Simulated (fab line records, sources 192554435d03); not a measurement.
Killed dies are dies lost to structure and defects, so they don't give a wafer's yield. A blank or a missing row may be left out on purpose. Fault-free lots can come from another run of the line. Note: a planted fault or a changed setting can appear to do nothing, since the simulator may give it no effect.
fab line records | flow n5-finfet
[record] lots = 4 wafers = 12 last-day = 17
route steps=1938 shown BEOL_M4@1059 PASSIVATION@1936
lots untouched by any fault: they come from a run of this same line in which no faults occurred
start-h: the number of hours between the record's first day and the start of the first shown wafer of the lot | wait-h: how many hours have passed since the lot's step before this one | " as in the row above | L1.1+2: a row that stands for several wafers | - no value, or no start was given | * or withheld: withheld | < > ~ a bound
route shown NAME@n: NAME is a module with steps in the file, n the number in the route of the first one | usual: average and standard deviation across the fault-free wafers | same: alike in all rows | chamber/n: place in a boat | sites: each site's reading | _std_site: standard deviation across them | _edge_site: the outer-site mean with the inner-site mean subtracted | radius-mm: how far each site lies from the wafer's centre | mask NAME#n: copy n | behind: the tool/chamber that last shaped the wafer | hold: what put the lot on hold/how long, in hours/how the hold closed | device: transistor that didn't switch, given as n, p or np | end of line: tests run on the same wafers once the route is complete | a step with no rows: only its recipe | killed: the dies lost at the first sort to structure and to defects; this is not the yield of the wafer | map: a wafer's dies, marking killed ones x, the rest . and places with no die _
set.NAME: setting as actually run; set.NAME@STEP: the setting as run at that earlier step | model.NAME: the simulator's own value behind a step, which no gauge read
lots at selected steps of the route; one table per step, one row per wafer
services: a tool's chamber out of use, with start hour (start-h, from the record's first day; less than 0 if before it), hours out, and reason
[[steps]]
[step N5_BEOL_M4_DESCUM_33]
[recipe] chemistry = O2 time-s = 7 source-power-w = 50 bias-power-w = 20 pressure-mtorr = 20 rf-frequency-hz = 2.712e+07 temp-c = 40 resist = CAR-EUV o2-flow-sccm = 225
[step N5_BEOL_M4_ETCH_77]
[recipe] chemistry = N2/H2 target = underlayer target-depth-a = 65 mask-material = CAR-EUV time-s = 5.2 ion-energy-ev = 200 pressure-mtorr = 30 source-w = 840 bias-w = 150 n2-flow-sccm = 200 h2-flow-sccm = 200 ends = cleared
[step N5_BEOL_M4_ETCH_69]
[recipe] chemistry = CF4 target = SiARC target-depth-a = 156 mask-material = CAR-EUV time-s = 26 ion-energy-ev = 80 pressure-mtorr = 40 source-w = 545 bias-w = 36 Ar_flow_sccm = 100 cf4-flow-sccm = 100 ends = cleared
[step N5_BEOL_M4_ALD_98]
[recipe] material = SiO2 target-thk-a = 25 temp-c = 100 ald-precursor-family = BDEAS ald-co-reactant = O2-plasma pulse-time-s = 1 co-reactant-pulse-time-s = 1 purge-time-s = 2 co-reactant-purge-time-s = 2 ald-cycles = 17 pressure-torr = 2
[step N5_BEOL_M4_ETCHBACK_99]
[recipe] chemistry = CHF3 target = SiO2 target-depth-a = 50 time-s = 10.4 source-w = 215 bias-w = 47 Ar_flow_sccm = 200 CHF3_flow_sccm = 12 ion-energy-ev = 100 pressure-mtorr = 30
[step N5_BEOL_M4_ETCH_70]
[recipe] chemistry = N2/H2 target = SOC target-depth-a = 800 overetch-a = 240 mask-material = SiARC temp-c = 40 time-s = 130 ion-energy-ev = 200 pressure-mtorr = 30 source-w = 840 bias-w = 150 n2-flow-sccm = 200 h2-flow-sccm = 200
[step N5_BEOL_M4_STRIP_71]
[recipe] chemistry = N2/H2 temp-c = 40 n2-flow-sccm = 200 h2-flow-sccm = 200 rf-frequency-hz = 6e+07
[step N5_BEOL_M4_STRIP_78]
[recipe] chemistry = N2/H2 temp-c = 40 n2-flow-sccm = 200 h2-flow-sccm = 200 rf-frequency-hz = 6e+07
[step N5_BEOL_M4_VIA_ETCH_34]
[recipe] chemistry = C4F6/O2 target-depth-a = 694 mask-material = SOC pressure-mtorr = 15 ion-energy-ev = 250 taper-deg = 4 time-s = 65.9 source-w = 350 bias-w = 170 Ar_flow_sccm = 300 C4F6_flow_sccm = 10 O2_flow_sccm = 10
[step N5_BEOL_M4_STRIP_83]
[recipe] chemistry = C4F6/O2 resist = SiARC rf-frequency-hz = 6e+07
[step N5_BEOL_M4_STRIP_36]
[recipe] chemistry = N2/H2 power-w = 450 temp-c = 40 pressure-mtorr = 20 rf-frequency-hz = 6e+07 overash-fraction = 0.3 bias-power-w = 7 h2-frac = 0.5 n2-flow-sccm = 200 h2-flow-sccm = 200
[usual] bias-power-w = 7.002/0.022 chamber-pressure-mTorr = 20.00/0.033 drypump-motor-current-A = 5.9/0.37 oes-product-au = 0.79/0.087 rf-vpp-V = 58.9/1.5 showerhead-plenum-p-Torr = 2.52/0.088 throttle-valve-pct = 23.63/0.24
// columns lot.wafer tool chamber start-h wait-h bias-power-w chamber-pressure-mTorr drypump-motor-current-A oes-product-au rf-hours-counter-h rf-vpp-V showerhead-plenum-p-Torr throttle-valve-pct model.SOC_of_BEOL_M4_COAT_67.thk-nm
L925.1 rie-diel-03 3 253.28 0.0 - - - - - - - - 51.8
L925.2 " 2 " " - - - - - - - - 51.4
L925.4 " 0 " " - - - - - - - - 51.8
L924.3 rie-diel-02 0 258.06 0.0 - - - - - - - - 52
L924.5 " 3 " " - - - - - - - - 52
L924.6 " 2 " " - - - - - - - - 52.2
L926.2 rie-diel-03 2 262.25 0.0 6.964 20.04 5.7 0.77 161 58.3 2.54 23.62 0
L926.3 " 0 " " 6.985 20.01 6.0 0.75 158 57.4 2.43 23.41 0
L926.4 " 0 " " 7.006 19.99 6.0 0.75 - 58.5 2.43 23.43 0
L933.1 rie-diel-04 0 305.64 0.0 6.971 19.98 5.7 0.85 51 62.0 2.69 23.46 0
L933.2 " 2 " " 6.993 19.92 6.1 0.95 7 58.9 2.50 23.64 0
L933.4 " 3 " " 7.001 19.91 5.1 0.84 72 60.3 2.58 24.13 0
[step N5_BEOL_M4_TRENCH_ETCH_37]
[recipe] chemistry = C4F6/O2 target-depth-a = 555.55 target = SiOC time-s = 29.2 ion-energy-ev = 250 pressure-mtorr = 30 source-w = 355 bias-w = 185 Ar_flow_sccm = 300 C4F6_flow_sccm = 10 O2_flow_sccm = 10
[step N5_BEOL_M4_ETCH_41]
[recipe] chemistry = CH3F/O2 target = SiCN target-depth-a = 299 taper-deg = 2 time-s = 52.5 ion-energy-ev = 120 mask-material = TiN pressure-mtorr = 30 source-w = 395 bias-w = 75 Ar_flow_sccm = 150 CH3F_flow_sccm = 30 O2_flow_sccm = 20
[usual] drypump-motor-current-A = 5.9/0.37 oes-product-au = 0.78/0.086 rf-vpp-V = 297.0/1.6 showerhead-plenum-p-Torr = 1.98/0.068 throttle-valve-pct = 16.29/0.19
[same] time-s = 52.5
// columns lot.wafer tool chamber start-h wait-h drypump-motor-current-A oes-product-au rf-hours-counter-h rf-vpp-V showerhead-plenum-p-Torr throttle-valve-pct model.SOC_of_BEOL_M4_COAT_67.thk-nm
L925.1 rie-diel-03 3 253.35 0.0 5.9 0.69 214 296.5 1.90 16.63 35.4
L925.2 " 2 " " 5.7 0.76 157 297.4 2.00 16.27 34.6
L925.4 " 0 " " 6.0 0.72 - 296.4 1.91 16.27 35.4
L924.3 rie-diel-02 0 258.13 0.0 6.3 0.82 104 297.0 1.93 16.27 35.4
L924.5 " 3 " " 5.5 0.84 - 296.7 2.05 16.44 35.6
L924.6 " 2 " " 5.9 0.71 - 299.3 2.06 16.30 36
L926.2 rie-diel-03 2 - - 5.7 0.76 161 296.6 2.00 16.29 0
L926.3 " 0 " " 6.0 0.73 158 295.3 1.90 16.28 0
L926.4 " 0 " " 6.0 0.72 - 295.2 1.91 16.28 0
L933.1 rie-diel-04 0 - - 5.7 0.84 51 301.1 2.12 15.99 0
L933.2 " 2 " " 6.1 0.94 7 298.0 1.96 16.01 0
L933.4 " 3 " " 5.1 0.83 72 298.8 2.02 16.37 0
[step N5_BEOL_M4_STRIP_97]
[recipe] chemistry = N2/H2 time-s = 10 power-w = 450 temp-c = 40 pressure-mtorr = 20 rf-frequency-hz = 6e+07 bias-power-w = 7 n2-flow-sccm = 200 h2-flow-sccm = 200
[step N5_BEOL_M4_RC_MEAS_101]
[usual] DIBL_N = 37.2/1.9 DIBL_P = 37.3/2.2 IOFF_N = 0.18/0.038 IOFF_P = 0.22/0.039 ION_N = 678/11 ION_P = 462/6.9 SS_N = 71.8/0.68 SS_P = 73.5/0.65 VT_N = 249/3.4 VT_P = -250/3.2
// columns lot.wafer tool chamber start-h wait-h DIBL_N[mV/V] DIBL_P[mV/V] IOFF_N[nA/um] IOFF_P[nA/um] ION_N[uA/um] ION_P[uA/um] SS_N[mV/dec] SS_P[mV/dec] VT_N[mV] VT_P[mV]
L926.2 prober-01 0 267.36 0.2 37.0 38.2 0.20 0.21 678 458 72.6 73.7 248 -253
L926.3 " 0 " " 33.4 35.4 0.14 0.17 666 454 71.2 72.6 252 -254
L926.4 " 0 " " 37.0 39.4 0.21 0.23 686 464 72.8 73.9 247 -251
L933.1 prober-02 0 310.12 0.0 33.7 34.0 0.12 0.16 668 455 70.9 72.6 254 -253
L933.2 " 0 " " 34.2 33.8 0.12 0.16 669 454 70.7 73.1 254 -255
L933.4 " 0 " " 38.9 40.4 0.23 0.25 689 466 72.7 74.6 246 -251
[step N5_PASSIVATION_PROBE_49]
[usual] defect-limited-yield = 91.2/1.6 killed_at_M0_to_M3 = 31/10 killed_at_M4_up = 14/4.4 killed-at-contacts = 13/6 killed-at-front-end = 43/13 killed-at-other = 3.5/2.6 killed-dies = 104/18 killed-on-rim = 14/4.6 killed-open = 68/14 killed-short = 34/8.1 sort_bin_5_function = 5.1/1.1 sort_bin_6_memory = 3.3/0.68 sort-n-pass = 1076/18 sort-yield-pct = 91.2/1.6
[same] gross-dies = 1180 killed-at-back-side = 0 sort_bin_4_leakage[%] = 0 sort_bin_8_speed[%] = 0
// columns lot.wafer tool chamber start-h wait-h defect-limited-yield[%] killed_at_M0_to_M3 killed_at_M4_up killed-at-contacts killed-at-front-end killed-at-other killed-dies killed-on-rim killed-open killed-short sort_bin_5_function[%] sort_bin_6_memory[%] sort-n-pass sort-yield-pct[%]
L925.1 prober-02 - 354.37 0.0 0 30 1090 13 42 5 1180 152 78 23 96.7 3.1 0 0
L925.2 prober-02 - 354.42 0.1 0 41 1076 29 31 3 1180 152 86 33 96.3 3.3 0 0
L925.4 prober-02 - 354.52 0.2 0 22 1094 24 38 2 1180 152 68 33 97.4 2.5 0 0
L924.3 prober-01 - 368.18 0.1 0 19 1091 17 49 4 1180 152 72 35 96.8 3.0 0 0
L924.5 prober-01 - 368.28 0.2 0 26 1091 15 48 0 1180 152 79 27 95.5 4.4 0 0
L924.6 prober-01 - 368.33 0.3 0 27 1102 11 38 2 1180 152 66 39 96.3 3.6 0 0
L926.2 prober-01 - 382.08 0.1 89.6 27 17 14 64 1 123 18 89 34 6.4 3.8 1057 89.6
// killed by level:class
L925.1 BEOL_M4:area-etch=1078 MOL_CONTACT_COAG:geometric-particle:open=12 DUMMY_GATE:geometric-particle:open=11 BEOL_M2:geometric-particle:open=11 GATE_CUT:geometric-particle:open=8 BEOL_M0_SAQP:geometric-particle:open=6 BEOL_M0_SAQP:geometric-particle:short=6 BEOL_M4:geometric-particle:open=6
L925.2 BEOL_M4:area-etch=1058 MOL_CONTACT_COAG:geometric-particle:open=24 BEOL_M2:geometric-particle:open=16 BEOL_M0_SAQP:geometric-particle:open=10 DUMMY_GATE:geometric-particle:open=6 BEOL_M0_SAQP:geometric-particle:short=6 BEOL_M4:geometric-particle:open=6 STARTING-WAFER:geometric-particle:short=6
L925.4 BEOL_M4:area-etch=1079 MOL_CONTACT_COAG:geometric-particle:open=20 STI_FIN_REVEAL:geometric-particle:open=9 DUMMY_GATE:geometric-particle:open=7 FIN_SAQP:geometric-particle:short=6 BEOL_M0_SAQP:geometric-particle:open=6 BEOL_M4:geometric-particle:open=6 MOL_CONTACT_COAG:geometric-particle:short=4
L924.3 BEOL_M4:area-etch=1073 MOL_CONTACT_COAG:geometric-particle:open=14 STI_FIN_REVEAL:geometric-particle:open=10 DUMMY_GATE:geometric-particle:open=8 BEOL_M4:geometric-particle:open=6 BEOL_M2:geometric-particle:open=5 BEOL_M6:geometric-particle:open=5 FIN_SAQP:geometric-particle:open=4
L924.5 BEOL_M4:area-etch=1073 MOL_CONTACT_COAG:geometric-particle:open=14 STI_FIN_REVEAL:geometric-particle:open=11 DUMMY_GATE:geometric-particle:open=11 BEOL_M0_SAQP:geometric-particle:open=11 BEOL_M4:geometric-particle:open=8 STI_FIN_REVEAL:geometric-particle:short=5 DUMMY_GATE:geometric-particle:short=4
L924.6 BEOL_M4:area-etch=1075 FIN_SAQP:geometric-particle:short=12 MOL_CONTACT_COAG:geometric-particle:open=10 BEOL_M0_SAQP:geometric-particle:open=10 BEOL_M4:geometric-particle:open=10 BEOL_M4:geometric-particle:short=6 FIN_SAQP:geometric-particle:open=5 BEOL_M0_SAQP:geometric-particle:short=5
L926.2 STI_FIN_REVEAL:geometric-particle:open=24 MOL_CONTACT_COAG:geometric-particle:open=9 BEOL_M2:geometric-particle:open=9 FIN_SAQP:geometric-particle:open=7 ILD0:geometric-particle:short=7 BEOL_M5:geometric-particle:open=6 STI_FIN_REVEAL:geometric-particle:short=5 DUMMY_GATE:geometric-particle:open=5
// map L924.3 (x killed, . not)
_________________xxxxxxxxxxxx________________
______________xxxxxxxxxxxxxxxxxx_____________
___________xxxxxxxxxxxxxxxxxxxxxxxx__________
__________xxxxxxxxxxxxxxxxxxxxxxxxxx_________
________xxxxxxxxxxxxxxxxxxxxxxxxxxxxxx_______
_______xxxxxxxxxxxxxxxxxxxxxxxxxxxxxxxx______
______xxxxxxxxxxxxxxxxxxxxxxxxxxxxxxxxxx_____
_____xxxxxxxxxxxxxxxxxxxxxxxxxxxxxxxxxxxx____
____xxxxxxxxxxxxxxxxxxxxxxxxxxxxxxxxxxxxxx___
___xxxxxxxxxxxxxxxxxxxxxxxxxxxxxxxxxxxxxxxx__
___xxxxxxxxxxxxxxxxxxxxxxxxxxxxxxxxxxxxxxxx__
__xxxxxxxxxxxxxxxxxxxxxxxxxxxxxxxxxxxxxxxxxx_
__xxxxxxxxxxxxxxxxxxxxxxxxxxxxxxxxxxxxxxxxxx_
_xxxxxxxxxxxxxxxxxxxxxxxxxxxxxxxxxxxxxxxxxxxx
_xxxxxxxxxxxxxxxxxxxxxxxxxxxxxxxxxxxxxxxxxxxx
_xxxxxxxxxxxxxxxxxxxxxxxxxxxxxxxxxxxxxxxxxxxx
_xxxxxxxxxxxxxxxxxxxxxxxxxxxxxxxxxxxxxxxxxxxx
_xxxxxxxxxxxxxxxxxxxxxxxxxxxxxxxxxxxxxxxxxxxx
_xxxxxxxxxxxxxxxxxxxxxxxxxxxxxxxxxxxxxxxxxxxx
_xxxxxxxxxxxxxxxxxxxxxxxxxxxxxxxxxxxxxxxxxxxx
_xxxxxxxxxxxxxxxxxxxxxxxxxxxxxxxxxxxxxxxxxxxx
__xxxxxxxxxxxxxxxxxxxxxxxxxxxxxxxxxxxxxxxxxx_
__xxxxxxxxxxxxxxxxxxxxxxxxxxxxxxxxxxxxxxxxxx_
___xxxxxxxxxxxxxxxxxxxxxxxxxxxxxxxxxxxxxxxx__
___xxxxxxxxxxxxxxxxxxxxxxxxxxxxxxxxxxxxxxxx__
____xxxxxxxxxxxxxxxxxxxxxxxxxxxxxxxxxxxxxx___
_____xxxxxxxxxxxxxxxxxxxxxxxxxxxxxxxxxxxx____
______xxxxxxxxxxxxxxxxxxxxxxxxxxxxxxxxxx_____
_______xxxxxxxxxxxxxxxxxxxxxxxxxxxxxxxx______
________xxxxxxxxxxxxxxxxxxxxxxxxxxxxxx_______
__________xxxxxxxxxxxxxxxxxxxxxxxxxx_________
___________xxxxxxxxxxxxxxxxxxxxxxxx__________
______________xxxxxxxxxxxxxxxxxx_____________
_________________xxxxxxxxxxxx________________
// map L925.1 (x killed, . not)
_________________xxxxxxxxxxxx________________
______________xxxxxxxxxxxxxxxxxx_____________
___________xxxxxxxxxxxxxxxxxxxxxxxx__________
__________xxxxxxxxxxxxxxxxxxxxxxxxxx_________
________xxxxxxxxxxxxxxxxxxxxxxxxxxxxxx_______
_______xxxxxxxxxxxxxxxxxxxxxxxxxxxxxxxx______
______xxxxxxxxxxxxxxxxxxxxxxxxxxxxxxxxxx_____
_____xxxxxxxxxxxxxxxxxxxxxxxxxxxxxxxxxxxx____
____xxxxxxxxxxxxxxxxxxxxxxxxxxxxxxxxxxxxxx___
___xxxxxxxxxxxxxxxxxxxxxxxxxxxxxxxxxxxxxxxx__
___xxxxxxxxxxxxxxxxxxxxxxxxxxxxxxxxxxxxxxxx__
__xxxxxxxxxxxxxxxxxxxxxxxxxxxxxxxxxxxxxxxxxx_
__xxxxxxxxxxxxxxxxxxxxxxxxxxxxxxxxxxxxxxxxxx_
_xxxxxxxxxxxxxxxxxxxxxxxxxxxxxxxxxxxxxxxxxxxx
_xxxxxxxxxxxxxxxxxxxxxxxxxxxxxxxxxxxxxxxxxxxx
_xxxxxxxxxxxxxxxxxxxxxxxxxxxxxxxxxxxxxxxxxxxx
_xxxxxxxxxxxxxxxxxxxxxxxxxxxxxxxxxxxxxxxxxxxx
_xxxxxxxxxxxxxxxxxxxxxxxxxxxxxxxxxxxxxxxxxxxx
_xxxxxxxxxxxxxxxxxxxxxxxxxxxxxxxxxxxxxxxxxxxx
_xxxxxxxxxxxxxxxxxxxxxxxxxxxxxxxxxxxxxxxxxxxx
_xxxxxxxxxxxxxxxxxxxxxxxxxxxxxxxxxxxxxxxxxxxx
__xxxxxxxxxxxxxxxxxxxxxxxxxxxxxxxxxxxxxxxxxx_
__xxxxxxxxxxxxxxxxxxxxxxxxxxxxxxxxxxxxxxxxxx_
___xxxxxxxxxxxxxxxxxxxxxxxxxxxxxxxxxxxxxxxx__
___xxxxxxxxxxxxxxxxxxxxxxxxxxxxxxxxxxxxxxxx__
____xxxxxxxxxxxxxxxxxxxxxxxxxxxxxxxxxxxxxx___
_____xxxxxxxxxxxxxxxxxxxxxxxxxxxxxxxxxxxx____
______xxxxxxxxxxxxxxxxxxxxxxxxxxxxxxxxxx_____
_______xxxxxxxxxxxxxxxxxxxxxxxxxxxxxxxx______
________xxxxxxxxxxxxxxxxxxxxxxxxxxxxxx_______
__________xxxxxxxxxxxxxxxxxxxxxxxxxx_________
___________xxxxxxxxxxxxxxxxxxxxxxxx__________
______________xxxxxxxxxxxxxxxxxx_____________
_________________xxxxxxxxxxxx________________
[[services]]
// columns tool chamber start-h hours kind
rie-diel-04 3 229.55 4.3 repair
rie-diel-03 1 249.80 - clean
rie-diel-03 1 249.80 - consumable-replace:focus-ring
rie-diel-03 1 249.80 19.8 scheduled-down
rie-diel-03 1 249.80 19.8 vent-cycle
rie-diel-04 2 266.04 - clean
rie-diel-04 2 266.04 - consumable-replace:focus-ring
rie-diel-04 2 266.04 20.8 scheduled-down
rie-diel-04 2 266.04 20.8 vent-cycle
rie-diel-03 2 280.67 4.3 repair
rie-diel-02 1 282.03 - clean
rie-diel-02 1 282.03 - consumable-replace:focus-ring
rie-diel-02 1 282.03 19.3 scheduled-down
rie-diel-02 1 282.03 19.3 vent-cycle
rie-diel-03 0 298.30 15.4 repair
[[key]]
[first-sign] step = N5_BEOL_M4_STRIP_36 reading = tool-record direction = missing
[effect] step = N5_PASSIVATION_PROBE_49 reading = killed_at_M4_up direction = up sigmas = 99+ usual = 14 struck = 1091
[model-effect] step = N5_BEOL_M4_STRIP_36 value = SOC_of_BEOL_M4_COAT_67.thk-nm without = 0 struck = 51.87
[model-effect] step = N5_BEOL_M4_ETCH_41 value = SOC_of_BEOL_M4_COAT_67.thk-nm without = 0 struck = 35.4
[more-kills-born-at] N5_BEOL_M4_ETCH_41@rie-diel-02 = 3221 N5_BEOL_M4_ETCH_41@rie-diel-03 = 3215
met-at N5_BEOL_M4_STRIP_36
struck-wafers L924.3,L924.5,L924.6,L925.1,L925.2,L925.4
later-rows-left-out L924.3,L924.5,L924.6,L925.1,L925.2,L925.4
[fault] kind = skipped-step-whole tool = rie-diel-02,rie-diel-03 chamber = - onset-h = 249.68 steps = N5_BEOL_M4_STRIP_36 scope = struck-lots-only
// later-rows-left-out: the simulator's readings of these wafers behind a module that went badly wrong aren't trusted and aren't shown, but for the sort
